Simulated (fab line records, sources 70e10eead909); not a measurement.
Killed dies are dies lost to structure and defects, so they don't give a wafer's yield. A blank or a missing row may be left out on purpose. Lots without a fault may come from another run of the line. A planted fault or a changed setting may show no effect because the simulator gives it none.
Tool commonality check | flow nand_harc | 13 lots, 39 wafers sampled

WHY IT WAS OPENED
At NHARC_P_M1_CD_MEAS_09 the reading cd_nm is flagged on 2 of 13 lots. Wafers without a fault read 129.9 nm, standard deviation 0.45.
Rule: a lot is flagged when every wafer of it that has a number lies more than 4 standard deviations from that mean, or none has a number. The other lots count as sound.

lot  | measured     | on        | cd_nm (nm), wafer by wafer | flag
L520 | day 6 07:23  | cd_sem-02 | 129.6 130.2 129.7          |
L521 | day 6 22:16  | cd_sem-01 | 130.2 129.5 129.8          |
L523 | day 7 09:16  | cd_sem-02 | 130.3 129.7 129.9          |
L524 | day 7 22:25  | cd_sem-02 | 130.0 129.6 130.0          |
L525 | day 8 08:40  | cd_sem-03 | 129.8 130.0 130.0          |
L527 | day 9 07:59  | cd_sem-03 | 129.4 129.7 129.4          |
L528 | day 9 08:50  | cd_sem-01 | 130.1 129.3 129.9          |
L529 | day 9 22:26  | cd_sem-01 | 128.8 130.2 129.1          |
L530 | day 10 07:16 | cd_sem-01 | 129.3 129.5 129.5          |
L533 | day 11 13:37 | cd_sem-02 | 129.6 129.6 129.5          |
L535 | day 12 08:02 | cd_sem-03 | 158.1 158.8 157.8          | FLAGGED
L534 | day 12 13:41 | cd_sem-03 | 130.1 129.9 130.5          |
L536 | day 12 20:13 | cd_sem-02 | 159.5 158.5 158.6          | FLAGGED
The numbers of the flagged lots are 158.6 nm on average: +28.7 nm against the usual, or +64 standard deviations.

WHICH TOOL RAN EACH LOT
The record holds 2 process steps before the reading, out of a route of 1302 steps. In each cell: the tool, then ch and the chambers that the sampled wafers went through, then the start.
lot  | flag    | NHARC_P_M0_DEP_32               | NHARC_P_M1_PEB_07
L520 |         | pecvd-02 ch 0,1, day 6 06:20    | litho_track-01 ch 0, day 6 07:17
L521 |         | pecvd-03 ch 0,1, day 6 21:03    | litho_track-06 ch 0, day 6 22:11
L523 |         | pecvd-03 ch 0,1,2, day 7 08:06  | litho_track-01 ch 0, day 7 09:11
L524 |         | pecvd-02 ch 0,1, day 7 21:13    | litho_track-04 ch 0, day 7 22:20
L525 |         | pecvd-02 ch 0,1,2, day 8 07:33  | litho_track-01 ch 0, day 8 08:35
L527 |         | pecvd-02 ch 0,1,2, day 9 06:46  | litho_track-04 ch 0, day 9 07:54
L528 |         | pecvd-02 ch 0,1, day 9 07:35    | litho_track-06 ch 0, day 9 08:46
L529 |         | pecvd-01 ch 0,2, day 9 21:11    | litho_track-04 ch 0, day 9 22:22
L530 |         | pecvd-03 ch 0,1, day 10 06:07   | litho_track-01 ch 0, day 10 07:11
L533 |         | pecvd-01 ch 0,1,2, day 11 12:22 | litho_track-01 ch 0, day 11 13:32
L535 | FLAGGED | pecvd-03 ch 0,1, day 12 06:56   | litho_track-01 ch 0, day 12 07:58
L534 |         | pecvd-02 ch 0,1,2, day 12 12:26 | litho_track-06 ch 0, day 12 13:36
L536 | FLAGGED | pecvd-02 ch 0,1,2, day 12 18:58 | litho_track-01 ch 0, day 12 20:08
What these steps do:
- NHARC_P_M0_DEP_32: deposits SiCN, target thk 30 nm.
- NHARC_P_M1_PEB_07: peb time 65 s.
- NHARC_P_M1_CD_MEAS_09: target cd 130 nm.

FLAGGED OVER TOTAL, TOOL BY TOOL (the gauges that took the reading come last)
step                  | tool           | lots run | flagged | share of the flagged lots | sound lots run after its first flagged lot
NHARC_P_M0_DEP_32     | pecvd-01       | 2        | 0       | none                      | -
NHARC_P_M0_DEP_32     | pecvd-02       | 7        | 1       | some                      | 0
NHARC_P_M0_DEP_32     | pecvd-03       | 4        | 1       | some                      | 0
NHARC_P_M1_PEB_07     | litho_track-01 | 7        | 2       | all                       | 0
NHARC_P_M1_PEB_07     | litho_track-04 | 3        | 0       | none                      | -
NHARC_P_M1_PEB_07     | litho_track-06 | 3        | 0       | none                      | -
NHARC_P_M1_CD_MEAS_09 | cd_sem-01      | 4        | 0       | none                      | -
NHARC_P_M1_CD_MEAS_09 | cd_sem-02      | 5        | 1       | some                      | 0
NHARC_P_M1_CD_MEAS_09 | cd_sem-03      | 4        | 1       | some                      | 1 (L534)

WHAT THE TABLE ALLOWS
1 row of the table ran every flagged lot: litho_track-01 at NHARC_P_M1_PEB_07.
- litho_track-01 at NHARC_P_M1_PEB_07: 2 of its 7 lots flagged. Its last sound lot is L533 (day 11 13:32), its first flagged lot L535 (day 12 07:58): a fault that began between those two fits. Its own readings lie more than 4 standard deviations out on every wafer of the flagged lots: heater_power_total_W, plate_temp_C.
One tool is left: litho_track-01 at NHARC_P_M1_PEB_07.

WHAT THE SIMULATOR HAD PUT IN
Process parameter drift: litho_track-01, from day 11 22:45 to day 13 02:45, at NHARC_P_M1_PEB_07. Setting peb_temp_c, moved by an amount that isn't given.
Lots struck among those shown: L535, L536. The rule above found the same.
